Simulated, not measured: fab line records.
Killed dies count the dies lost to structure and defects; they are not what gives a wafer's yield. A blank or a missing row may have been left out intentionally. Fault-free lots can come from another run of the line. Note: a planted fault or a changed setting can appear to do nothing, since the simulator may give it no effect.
Struck lot and sound lot, side by side | flow n5_finfet | 15 out of 1938 route steps
Sound: the wafers L671.1, L671.4, L671.6. Struck: wafers L677.3, L677.5, L677.6. At the end, the cause is stated.
Per side, at each step with rows, come the tool, then ch with its chambers, and then its first start. Under that, the readings that differ: sound wafers | struck wafers | difference of the means | sigmas: that difference in standard deviations of wafers without a fault.
alike: same words and numbers on both sides, and readings whose means sit less than 2 such deviations apart. not compared: any withheld reading, any reading some wafer has no value for, any bound like >300 that may hide the same value, and any number with overlapping values for which the record gives no deviation.
The two part at a step that has a row with sigmas, a row that says differs or no value, or rows on one side only. Non-overlapping numbers with no deviation appear without sigmas and do not part them. A reading missing from all wafers of one side parts the sides only when that side holds two or more wafers.

first, 4 steps without rows for these wafers: N5_BEOL_M14_EXPOSE_07 (exposes mask V13); N5_BEOL_M14_PEB_08 (peb time 90 s); N5_BEOL_M14_DEVELOP_09 (develop time 45 s); N5_BEOL_M14_HARDBAKE_14 (time 120 s).
N5_BEOL_M14_CD_MEAS_10: the cd target is 250 nm.
  sound on cd_sem-02 ch 0, day 13 08:07; struck on cd_sem-01 ch 0, day 15 14:19
  alike: cd_nm
N5_BEOL_M14_OVL_MEAS_11:
  sound on overlay-02 ch 0, day 13 08:10; struck on overlay-02 ch 0, day 15 14:21
  alike: V13_OVL
N5_BEOL_M14_INSPECT_12: inspects for defects (macro).
  struck on defect_inspect-02, day 15 14:22; sound on defect_inspect-01, day 13 08:11
  alike: raw_defect_count
N5_BEOL_M14_DESCUM_15: chemistry O2, time 7.9 s.
  sound on rie_diel-02 ch 1,2, day 13 08:13; struck on rie_diel-05 ch 0,2, day 15 14:25
  reading                         | sound             | struck            | difference | sigmas
  rf_vpp_V (V)                    | 243.8 243.2 243.5 | 240.1 241.2 240.3 | -3.0       | -2
  showerhead_plenum_p_Torr (Torr) | 2.15 2.15 2.11    | 2.02 2.02 1.96    | -0.14      | -2
  alike: chamber_pressure_mTorr, drypump_motor_current_A, oes_product_au, rf_fwd_power_W, temp_c, throttle_valve_pct
  not compared: rf_hours_counter_h
N5_BEOL_M14_ETCH_59: etches BARC in N2/H2, target depth 89 nm, overetch 26.7 nm, time 67.9 s.
  sound on rie_diel-02 ch 1,2, day 13 08:16; struck on rie_diel-05 ch 0,2, day 15 14:26
  reading                         | sound             | struck            | difference | sigmas
  showerhead_plenum_p_Torr (Torr) | 2.64 2.64 2.54    | 2.44 2.45 2.39    | -0.18      | -2
  throttle_valve_pct (%)          | 18.42 18.46 18.35 | 17.63 17.63 17.66 | -0.77      | -3
  alike: chamber_pressure_mTorr, drypump_motor_current_A, oes_product_au, rf_fwd_power_W, rf_vpp_V
  not compared: rf_hours_counter_h
N5_BEOL_M14_VIA_ETCH_16: etches SiO2 in C4F8/O2/Ar, target depth 1231.3 nm.
  sound on rie_diel-02 ch 1,2, day 13 08:20; struck on rie_diel-05 ch 0,2, day 15 14:29
  reading                         | sound          | struck         | difference | sigmas
  showerhead_plenum_p_Torr (Torr) | 3.53 3.53 3.44 | 3.33 3.33 3.30 | -0.18      | -2
  alike: chamber_pressure_mTorr, drypump_motor_current_A, oes_product_au, rf_fwd_power_W, rf_vpp_V, throttle_valve_pct
N5_BEOL_M14_STRIP_63: strips in O2.
  sound on rie_diel-02 ch 1,2; struck on rie_diel-05 ch 0,2
  reading                         | sound          | struck         | difference | sigmas
  showerhead_plenum_p_Torr (Torr) | 2.16 2.16 2.11 | 2.03 2.03 1.96 | -0.14      | -2
  alike: chamber_pressure_mTorr, drypump_motor_current_A, oes_product_au, rf_vpp_V, temp_c, throttle_valve_pct
  not compared: rf_hours_counter_h
N5_BEOL_M14_STRIP_64: strips in O2.
  sound on rie_diel-02 ch 1,2; struck on rie_diel-05 ch 0,2
  reading                         | sound          | struck         | difference | sigmas
  showerhead_plenum_p_Torr (Torr) | 2.16 2.16 2.11 | 2.03 2.03 1.96 | -0.14      | -2
  alike: chamber_pressure_mTorr, drypump_motor_current_A, oes_product_au, rf_vpp_V, temp_c, throttle_valve_pct
  not compared: rf_hours_counter_h
N5_BEOL_M14_STRIP_71: strips in post etch residue remover, time 60 s.
  sound on wet_bench-04 ch 0,1,2, day 13 08:46; struck on wet_bench-02 ch 0,1,7, day 15 14:47
  no value came back on the struck wafers for run_length_s (s), temp_c (C); on the sound wafers run_length_s (s) reads 67.3 65.1 66.8
then, 2 steps without rows for these wafers: N5_BEOL_M14_SRD_72 (time 30 s, dry time 30 s); N5_PASSIVATION_PROBE_49.

== WHERE THEY PART ==
Earliest at N5_BEOL_M14_DESCUM_15; latest, in this record, at N5_BEOL_M14_STRIP_71.

WHY: what had been put in by the simulator
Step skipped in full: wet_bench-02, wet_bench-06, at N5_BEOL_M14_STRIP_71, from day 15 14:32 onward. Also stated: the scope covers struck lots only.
